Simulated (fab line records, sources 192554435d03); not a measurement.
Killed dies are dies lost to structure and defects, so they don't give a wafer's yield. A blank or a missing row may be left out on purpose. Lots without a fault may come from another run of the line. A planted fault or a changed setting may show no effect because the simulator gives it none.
Which tool did it? | flow n5_finfet | 24 lots, 72 wafers sampled, at 6 steps of a route of 1938

WHAT THE GAUGES READ, wafer by wafer
The record holds no reading of a measuring or inspecting step that can be judged against a usual standard deviation.

WHICH TOOL RAN EACH LOT (tool, then ch and the chambers of the sampled wafers, then the start)
lot  | N5_BEOL_M0_CUTY_DESCUM_61          | N5_BEOL_M0_CUTY_ETCH_63            | N5_BEOL_M0_SPUTTER_132       | N5_BEOL_M0_SPUTTER_134       | N5_BEOL_M0_SPUTTER_141       | N5_BEOL_M0_CO_CAP_123
L074 | rie_diel-02 ch 1,2,3, day 5 16:46  | rie_diel-02 ch 1,2,3, day 5 16:51  | pvd_sputter-01, day 5 19:13  | pvd_sputter-01, day 5 19:20  | pvd_sputter-01, day 5 19:28  | cvd_co-02 ch 0,1,2, day 5 20:23
L075 | rie_diel-03 ch 2,3, day 5 22:56    | rie_diel-03 ch 2,3, day 5 23:01    | pvd_sputter-03, day 6 06:31  | pvd_sputter-03, day 6 06:38  | pvd_sputter-03, day 6 06:46  | cvd_co-01 ch 0,2, day 6 07:40
L076 | rie_diel-03 ch 2,3, day 6 10:41    | rie_diel-03 ch 2,3, day 6 10:46    | pvd_sputter-03, day 6 14:57  | pvd_sputter-03, day 6 15:04  | pvd_sputter-03, day 6 15:11  | cvd_co-02 ch 1,2, day 6 16:08
L077 | rie_diel-03 ch 0,2,3, day 6 13:31  | rie_diel-03 ch 0,2,3, day 6 13:35  | pvd_sputter-01, day 6 19:34  | pvd_sputter-01, day 6 19:41  | pvd_sputter-01, day 6 19:48  | cvd_co-02 ch 0,1, day 6 20:40
L078 | rie_diel-02 ch 0,1,3, day 6 22:40  | rie_diel-02 ch 0,1,3, day 6 22:45  | pvd_sputter-01, day 7 00:58  | pvd_sputter-01, day 7 01:05  | pvd_sputter-01, day 7 01:13  | cvd_co-02 ch 0,1,2, day 7 02:04
L079 | rie_diel-04 ch 0,1,3, day 7 02:29  | rie_diel-04 ch 0,1,3, day 7 02:34  | pvd_sputter-01, day 7 08:40  | pvd_sputter-01, day 7 08:47  | pvd_sputter-01, day 7 08:54  | cvd_co-01 ch 1,2, day 7 09:46
L080 | rie_diel-04 ch 1,3, day 7 10:28    | rie_diel-04 ch 1,3, day 7 10:32    | pvd_sputter-02, day 7 15:56  | pvd_sputter-02, day 7 16:04  | pvd_sputter-02, day 7 16:11  | cvd_co-02 ch 0,1, day 7 17:47
L081 | rie_diel-02 ch 0,1,3, day 7 15:07  | rie_diel-02 ch 0,1,3, day 7 15:11  | pvd_sputter-01, day 7 23:33  | pvd_sputter-01, day 7 23:40  | pvd_sputter-01, day 7 23:47  | cvd_co-02 ch 0,1,2, day 8 00:40
L082 | rie_diel-04 ch 1,2, day 7 22:11    | rie_diel-04 ch 1,2, day 7 22:16    | pvd_sputter-02, day 8 02:37  | pvd_sputter-02, day 8 02:44  | pvd_sputter-02, day 8 02:51  | cvd_co-01 ch 0,2, day 8 03:57
L083 | rie_diel-04 ch 1,2, day 8 05:31    | rie_diel-04 ch 1,2, day 8 05:36    | pvd_sputter-02, day 8 09:13  | pvd_sputter-02, day 8 09:20  | pvd_sputter-02, day 8 09:27  | cvd_co-01 ch 1,2, day 8 10:23
L084 | rie_diel-02 ch 0,1,3, day 8 10:46  | rie_diel-02 ch 0,1,3, day 8 10:51  | pvd_sputter-03, day 8 14:46  | pvd_sputter-03, day 8 14:53  | pvd_sputter-03, day 8 15:00  | cvd_co-02 ch 1,2, day 8 15:56
L085 | rie_diel-02 ch 1,2,3, day 8 15:34  | rie_diel-02 ch 1,2,3, day 8 15:38  | pvd_sputter-02, day 8 18:29  | pvd_sputter-02, day 8 18:37  | pvd_sputter-02, day 8 18:44  | cvd_co-02 ch 0,1,2, day 8 19:52
L086 | rie_diel-03 ch 0,1,2, day 8 23:08  | rie_diel-03 ch 0,1,2, day 8 23:13  | pvd_sputter-02, day 9 03:06  | pvd_sputter-02, day 9 03:13  | pvd_sputter-02, day 9 03:20  | cvd_co-01 ch 0,1,2, day 9 05:44
L087 | rie_diel-04 ch 2,3, day 9 01:49    | rie_diel-04 ch 2,3, day 9 01:53    | pvd_sputter-02, day 9 04:31  | pvd_sputter-02, day 9 04:38  | pvd_sputter-02, day 9 04:46  | cvd_co-02 ch 1,2, day 9 06:59
L088 | rie_diel-04 ch 0,2, day 9 12:00    | rie_diel-04 ch 0,2, day 9 12:05    | pvd_sputter-02, day 9 14:15  | pvd_sputter-02, day 9 14:22  | pvd_sputter-02, day 9 14:29  | cvd_co-01 ch 0,2, day 9 15:21
L089 | rie_diel-03 ch 0,2,3, day 9 15:05  | rie_diel-03 ch 0,2,3, day 9 15:10  | pvd_sputter-01, day 10 04:46 | pvd_sputter-01, day 10 04:53 | pvd_sputter-01, day 10 05:00 | cvd_co-01 ch 0,1, day 10 05:52
L090 | rie_diel-04 ch 0,3, day 9 22:35    | rie_diel-04 ch 0,3, day 9 22:40    | pvd_sputter-01, day 10 04:14 | pvd_sputter-01, day 10 04:22 | pvd_sputter-01, day 10 04:29 | cvd_co-02 ch 0,1,2, day 10 05:28
L091 | rie_diel-04 ch 1,3, day 10 02:52   | rie_diel-04 ch 1,3, day 10 02:57   | pvd_sputter-02, day 10 08:22 | pvd_sputter-02, day 10 08:29 | pvd_sputter-02, day 10 08:36 | cvd_co-02 ch 0,2, day 10 09:42
L092 | rie_diel-04 ch 1,3, day 10 08:38   | rie_diel-04 ch 1,3, day 10 08:43   | pvd_sputter-02, day 10 14:42 | pvd_sputter-02, day 10 14:49 | pvd_sputter-02, day 10 14:56 | cvd_co-02 ch 0,2, day 10 15:49
L093 | rie_diel-02 ch 0,2,3, day 10 13:47 | rie_diel-02 ch 0,2,3, day 10 13:55 | pvd_sputter-01, day 10 19:56 | pvd_sputter-01, day 10 20:03 | pvd_sputter-01, day 10 20:10 | cvd_co-01 ch 0,1,2, day 10 21:04
L094 | rie_diel-03 ch 0,1, day 11 01:01   | rie_diel-03 ch 0,1, day 11 01:07   | pvd_sputter-03, day 11 04:03 | pvd_sputter-03, day 11 04:10 | pvd_sputter-03, day 11 04:17 | cvd_co-02 ch 1,2, day 11 06:16
L095 | rie_diel-03 ch 0,2,3, day 11 01:22 | rie_diel-03 ch 0,2,3, day 11 01:27 | pvd_sputter-03, day 11 04:29 | pvd_sputter-03, day 11 04:37 | pvd_sputter-03, day 11 04:44 | cvd_co-02 ch 0,1, day 11 06:43
L096 | rie_diel-03 ch 1,2,3, day 11 08:48 | rie_diel-03 ch 1,2,3, day 11 08:53 | pvd_sputter-03, day 11 15:01 | pvd_sputter-03, day 11 15:08 | pvd_sputter-03, day 11 15:16 | cvd_co-02 ch 0,2, day 11 16:08
L097 | rie_diel-03 ch 0,2,3, day 11 14:15 | rie_diel-03 ch 0,2,3, day 11 14:20 | pvd_sputter-03, day 11 17:20 | pvd_sputter-03, day 11 17:28 | pvd_sputter-03, day 11 17:35 | cvd_co-02 ch 0,2, day 11 18:49
- N5_BEOL_M0_CUTY_DESCUM_61: chemistry O2, time 7.9 s.
- N5_BEOL_M0_CUTY_ETCH_63: etches SOC in N2/H2, target depth 82.7 nm, overetch 16.5 nm, time 124 s.
- N5_BEOL_M0_SPUTTER_132: material Cu, target thk 4 nm, time 7.37 s.
- N5_BEOL_M0_SPUTTER_134: material Cu, target thk 4 nm, time 7.37 s.
- N5_BEOL_M0_SPUTTER_141: material Cu, target thk 4 nm, time 7.37 s.
- N5_BEOL_M0_CO_CAP_123: material Co, precursor CCTBA/H2, target thk 2 nm, time 102.1 s.

WHAT THE TOOLS THEMSELVES READ (means of the sampled wafers that have a number; where no wafer has one, the mark that the record gives instead)
N5_BEOL_M0_CUTY_DESCUM_61. Usual: drypump_motor_current_A 5.8 A, standard deviation 0.43; oes_product_au 0.81 a.u., standard deviation 0.089; rf_vpp_V 243.2 V, standard deviation 1.3; showerhead_plenum_p_Torr 2.10 Torr, standard deviation 0.072; throttle_valve_pct 20.31 %, standard deviation 0.19.
lot  | tool        | drypump_motor_current_A (A) | oes_product_au (a.u.) | rf_vpp_V (V) | showerhead_plenum_p_Torr (Torr) | throttle_valve_pct (%) | flag
L074 | rie_diel-02 | 5.9                         | 0.73                  | 242.7        | 2.05                            | 20.28                  |
L075 | rie_diel-03 | 5.7                         | 0.84                  | 243.7        | 2.10                            | 20.38                  |
L076 | rie_diel-03 | 5.7                         | 0.82                  | 244.2        | 2.10                            | 20.40                  |
L077 | rie_diel-03 | 5.5                         | 0.74                  | 242.7        | 2.07                            | 20.48                  |
L078 | rie_diel-02 | 5.9                         | 0.78                  | 242.7        | 2.09                            | 20.26                  |
L079 | rie_diel-04 | 5.6                         | 0.84                  | 244.0        | 2.15                            | 20.18                  |
L080 | rie_diel-04 | 5.6                         | 0.81                  | 242.1        | 2.08                            | 20.18                  |
L081 | rie_diel-02 | 5.9                         | 0.77                  | 242.6        | 2.09                            | 20.27                  |
L082 | rie_diel-04 | 5.9                         | 0.74                  | 243.9        | 2.15                            | 20.45                  |
L083 | rie_diel-04 | 5.9                         | 0.74                  | 243.5        | 2.15                            | 20.47                  |
L084 | rie_diel-02 | 5.9                         | 0.77                  | 242.9        | 2.08                            | 20.28                  |
L085 | rie_diel-02 | 5.9                         | 0.70                  | 241.8        | 2.04                            | 20.32                  |
L086 | rie_diel-03 | 5.6                         | 0.93                  | 242.2        | 2.08                            | 20.26                  |
L087 | rie_diel-04 | 5.8                         | 0.78                  | 242.2        | 2.04                            | 20.31                  |
L088 | rie_diel-04 | 6.0                         | 0.76                  | 242.2        | 2.12                            | 20.49                  |
L089 | rie_diel-03 | 5.6                         | 0.90                  | 242.1        | 2.06                            | 20.23                  |
L090 | rie_diel-04 | 5.5                         | 0.83                  | 243.1        | 2.09                            | 20.12                  |
L091 | rie_diel-04 | 5.6                         | 0.78                  | 243.7        | 2.07                            | 20.21                  |
L092 | rie_diel-04 | 5.6                         | 0.77                  | 243.2        | 2.12                            | 20.30                  |
L093 | rie_diel-02 | 6.0                         | 0.76                  | 243.8        | 2.08                            | 20.27                  |
L094 | rie_diel-03 | 5.9                         | 0.89                  | 243.9        | 2.07                            | 20.26                  |
L095 | rie_diel-03 | 5.6                         | 0.89                  | 242.4        | 2.06                            | 20.22                  |
L096 | rie_diel-03 | 5.7                         | 0.87                  | 242.9        | 2.10                            | 20.36                  |
L097 | rie_diel-03 | 5.5                         | 0.87                  | 242.8        | 2.06                            | 20.24                  |

N5_BEOL_M0_CUTY_ETCH_63. Usual: drypump_motor_current_A 5.8 A, standard deviation 0.43; n2_flow_sccm 200.0 sccm, standard deviation 0.63; oes_product_au 0.66 a.u., standard deviation 0.069; rf_vpp_V 524.0 V, standard deviation 2.5; showerhead_plenum_p_Torr 2.55 Torr, standard deviation 0.081; throttle_valve_pct 17.74 %, standard deviation 0.2.
lot  | tool        | drypump_motor_current_A (A) | n2_flow_sccm (sccm) | oes_product_au (a.u.) | rf_vpp_V (V) | showerhead_plenum_p_Torr (Torr) | throttle_valve_pct (%) | flag
L074 | rie_diel-02 | 5.9                         | 199.6               | 0.60                  | 521.9        | 2.51                            | 17.77                  |
L075 | rie_diel-03 | 5.7                         | 199.5               | 0.68                  | 525.4        | 2.56                            | 17.78                  |
L076 | rie_diel-03 | 5.7                         | 199.9               | 0.67                  | 524.2        | 2.55                            | 17.79                  |
L077 | rie_diel-03 | 5.5                         | 199.9               | 0.61                  | 523.7        | 2.52                            | 17.94                  |
L078 | rie_diel-02 | 5.9                         | 200.3               | 0.63                  | 523.1        | 2.54                            | 17.66                  |
L079 | rie_diel-04 | 5.6                         | 199.8               | 0.69                  | 524.9        | 2.60                            | 17.59                  |
L080 | rie_diel-04 | 5.6                         | 200.0               | 0.67                  | 523.8        | 2.53                            | 17.70                  |
L081 | rie_diel-02 | 5.9                         | 199.8               | 0.63                  | 523.9        | 2.54                            | 17.67                  |
L082 | rie_diel-04 | 5.9                         | 199.8               | 0.60                  | 525.1        | 2.60                            | 17.85                  |
L083 | rie_diel-04 | 5.9                         | 200.2               | 0.60                  | 525.4        | 2.60                            | 17.86                  |
L084 | rie_diel-02 | 5.9                         | 200.1               | 0.62                  | 523.4        | 2.54                            | 17.68                  |
L085 | rie_diel-02 | 5.9                         | 199.7               | 0.58                  | 521.9        | 2.50                            | 17.81                  |
L086 | rie_diel-03 | 5.6                         | 200.0               | 0.76                  | 522.4        | 2.52                            | 17.67                  |
L087 | rie_diel-04 | 5.8                         | 200.5               | 0.64                  | 522.7        | 2.48                            | 17.77                  |
L088 | rie_diel-04 | 6.1                         | 200.2               | 0.63                  | 524.8        | 2.56                            | 17.78                  |
L089 | rie_diel-03 | 5.6                         | 199.5               | 0.73                  | 523.0        | 2.51                            | 17.66                  |
L090 | rie_diel-04 | 5.5                         | 199.5               | 0.69                  | 523.0        | 2.54                            | 17.57                  |
L091 | rie_diel-04 | 5.6                         | 200.3               | 0.65                  | 522.9        | 2.52                            | 17.72                  |
L092 | rie_diel-04 | 5.6                         | 200.5               | 0.63                  | 524.7        | 2.57                            | 17.78                  |
L093 | rie_diel-02 | 6.0                         | 199.8               | 0.62                  | 523.7        | 2.54                            | 17.80                  |
L094 | rie_diel-03 | 5.9                         | 200.2               | 0.74                  | 523.4        | 2.53                            | 17.75                  |
L095 | rie_diel-03 | 5.6                         | 199.9               | 0.72                  | 523.1        | 2.51                            | 17.68                  |
L096 | rie_diel-03 | 5.7                         | 199.7               | 0.71                  | 523.7        | 2.55                            | 17.70                  |
L097 | rie_diel-03 | 5.6                         | 200.2               | 0.71                  | 523.4        | 2.51                            | 17.68                  |

N5_BEOL_M0_SPUTTER_132. Usual: chamber_pressure_pa 0.07001 Pa, standard deviation 0.00013; throttle_valve_pct 29.8 %, standard deviation 1.
lot  | tool           | chamber_pressure_pa (Pa) | throttle_valve_pct (%) | flag
L074 | pvd_sputter-01 | 0.07012                  | 29.5                   |
L075 | pvd_sputter-03 | 0.06995                  | 30.4                   |
L076 | pvd_sputter-03 | 0.06998                  | 30.2                   |
L077 | pvd_sputter-01 | 0.06989                  | 29.5                   |
L078 | pvd_sputter-01 | 0.07001                  | 29.6                   |
L079 | pvd_sputter-01 | 0.06992                  | 28.9                   |
L080 | pvd_sputter-02 | 0.06998                  | 29.7                   |
L081 | pvd_sputter-01 | 0.07003                  | 30.3                   |
L082 | pvd_sputter-02 | 0.07004                  | 30.3                   |
L083 | pvd_sputter-02 | 0.07001                  | 29.6                   |
L084 | pvd_sputter-03 | 0.06996                  | 30.3                   |
L085 | pvd_sputter-02 | 0.07001                  | 30.0                   |
L086 | pvd_sputter-02 | 0.07003                  | 29.6                   |
L087 | pvd_sputter-02 | 0.07008                  | 29.1                   |
L088 | pvd_sputter-02 | 0.07009                  | 29.7                   |
L089 | pvd_sputter-01 | 0.07007                  | 29.5                   |
L090 | pvd_sputter-01 | 0.07011                  | 29.3                   |
L091 | pvd_sputter-02 | 0.07007                  | 30.0                   |
L092 | pvd_sputter-02 | 0.07006                  | 29.7                   |
L093 | pvd_sputter-01 | 0.06993                  | 29.5                   |
L094 | pvd_sputter-03 | 0.06997                  | 30.4                   |
L095 | pvd_sputter-03 | 0.06996                  | 29.6                   |
L096 | pvd_sputter-03 | 0.06997                  | 30.1                   |
L097 | pvd_sputter-03 | 0.07012                  | 30.7                   |

N5_BEOL_M0_SPUTTER_134. Usual: chamber_pressure_pa 0.06998 Pa, standard deviation 0.00014; throttle_valve_pct 29.8 %, standard deviation 1.
lot  | tool           | chamber_pressure_pa (Pa) | throttle_valve_pct (%) | flag
L074 | pvd_sputter-01 | 0.06987                  | 29.5                   |
L075 | pvd_sputter-03 | 0.06999                  | 30.3                   |
L076 | pvd_sputter-03 | 0.07017                  | 30.2                   |
L077 | pvd_sputter-01 | 0.06998                  | 29.5                   |
L078 | pvd_sputter-01 | 0.07000                  | 29.5                   |
L079 | pvd_sputter-01 | 0.07015                  | 28.8                   |
L080 | pvd_sputter-02 | 0.06977                  | 29.5                   |
L081 | pvd_sputter-01 | 0.06993                  | 30.1                   |
L082 | pvd_sputter-02 | 0.06997                  | 30.4                   |
L083 | pvd_sputter-02 | 0.06992                  | 29.7                   |
L084 | pvd_sputter-03 | 0.07013                  | 30.4                   |
L085 | pvd_sputter-02 | 0.06995                  | 29.9                   |
L086 | pvd_sputter-02 | 0.06987                  | 29.6                   |
L087 | pvd_sputter-02 | 0.06988                  | 29.3                   |
L088 | pvd_sputter-02 | 0.07001                  | 29.8                   |
L089 | pvd_sputter-01 | 0.07007                  | 29.5                   |
L090 | pvd_sputter-01 | 0.07000                  | 29.5                   |
L091 | pvd_sputter-02 | 0.07008                  | 29.9                   |
L092 | pvd_sputter-02 | 0.06996                  | 29.5                   |
L093 | pvd_sputter-01 | 0.06991                  | 29.5                   |
L094 | pvd_sputter-03 | 0.07012                  | 30.3                   |
L095 | pvd_sputter-03 | 0.06995                  | 29.8                   |
L096 | pvd_sputter-03 | 0.06991                  | 30.2                   |
L097 | pvd_sputter-03 | 0.07002                  | 30.9                   |

N5_BEOL_M0_SPUTTER_141. Usual: chamber_pressure_pa 0.07001 Pa, standard deviation 0.00014; throttle_valve_pct 29.8 %, standard deviation 1.
lot  | tool           | chamber_pressure_pa (Pa) | throttle_valve_pct (%) | flag
L074 | pvd_sputter-01 | 0.07004                  | 29.5                   |
L075 | pvd_sputter-03 | 0.06997                  | 30.4                   |
L076 | pvd_sputter-03 | 0.07010                  | 30.2                   |
L077 | pvd_sputter-01 | 0.07004                  | 29.6                   |
L078 | pvd_sputter-01 | 0.06985                  | 29.3                   |
L079 | pvd_sputter-01 | 0.06999                  | 28.9                   |
L080 | pvd_sputter-02 | 0.07006                  | 29.7                   |
L081 | pvd_sputter-01 | 0.06992                  | 30.2                   |
L082 | pvd_sputter-02 | 0.07004                  | 30.3                   |
L083 | pvd_sputter-02 | 0.06992                  | 29.6                   |
L084 | pvd_sputter-03 | 0.07013                  | 30.5                   |
L085 | pvd_sputter-02 | 0.07008                  | 30.1                   |
L086 | pvd_sputter-02 | 0.06996                  | 29.4                   |
L087 | pvd_sputter-02 | 0.07004                  | 29.1                   |
L088 | pvd_sputter-02 | 0.06996                  | 29.7                   |
L089 | pvd_sputter-01 | 0.07016                  | 29.7                   |
L090 | pvd_sputter-01 | 0.07001                  | 29.5                   |
L091 | pvd_sputter-02 | 0.07007                  | 30.0                   |
L092 | pvd_sputter-02 | 0.07007                  | 29.6                   |
L093 | pvd_sputter-01 | 0.07005                  | 29.6                   |
L094 | pvd_sputter-03 | 0.06996                  | 30.3                   |
L095 | pvd_sputter-03 | 0.07009                  | 29.8                   |
L096 | pvd_sputter-03 | 0.07014                  | 30.2                   |
L097 | pvd_sputter-03 | 0.07003                  | 30.9                   |

N5_BEOL_M0_CO_CAP_123. Usual: heater_power_w 235 W, standard deviation 28.
lot  | tool      | heater_power_w (W) | flag
L074 | cvd_co-02 | 244                |
L075 | cvd_co-01 | 223                |
L076 | cvd_co-02 | 216                |
L077 | cvd_co-02 | 265                |
L078 | cvd_co-02 | 237                |
L079 | cvd_co-01 | 240                |
L080 | cvd_co-02 | 235                |
L081 | cvd_co-02 | 243                |
L082 | cvd_co-01 | 225                |
L083 | cvd_co-01 | 237                |
L084 | cvd_co-02 | 215                |
L085 | cvd_co-02 | 236                |
L086 | cvd_co-01 | 234                |
L087 | cvd_co-02 | 217                |
L088 | cvd_co-01 | 225                |
L089 | cvd_co-01 | 229                |
L090 | cvd_co-02 | 241                |
L091 | cvd_co-02 | 243                |
L092 | cvd_co-02 | 264                |
L093 | cvd_co-01 | 228                |
L094 | cvd_co-02 | 215                |
L095 | cvd_co-02 | 238                |
L096 | cvd_co-02 | 267                |
L097 | cvd_co-02 | 242                |

THE ANSWER, worked out from the rows above alone
Rule: a lot is off if the mean of its wafers that have a number lies more than 3 standard deviations from the usual mean. A lot without any number at a reading at which 4 lots or more have one is off too. The other lots that the step has rows for count as sound. The gauges are gone through in route order, then the tools' own readings, and for those a lot's mean is taken as printed above. The first step at which some lot is off is used, and at that step the reading that is off furthest; a lot without a number counts as furthest.
No lot is off at any reading shown: from this, nothing can be told.

WHAT THE SIMULATOR HAD PUT IN
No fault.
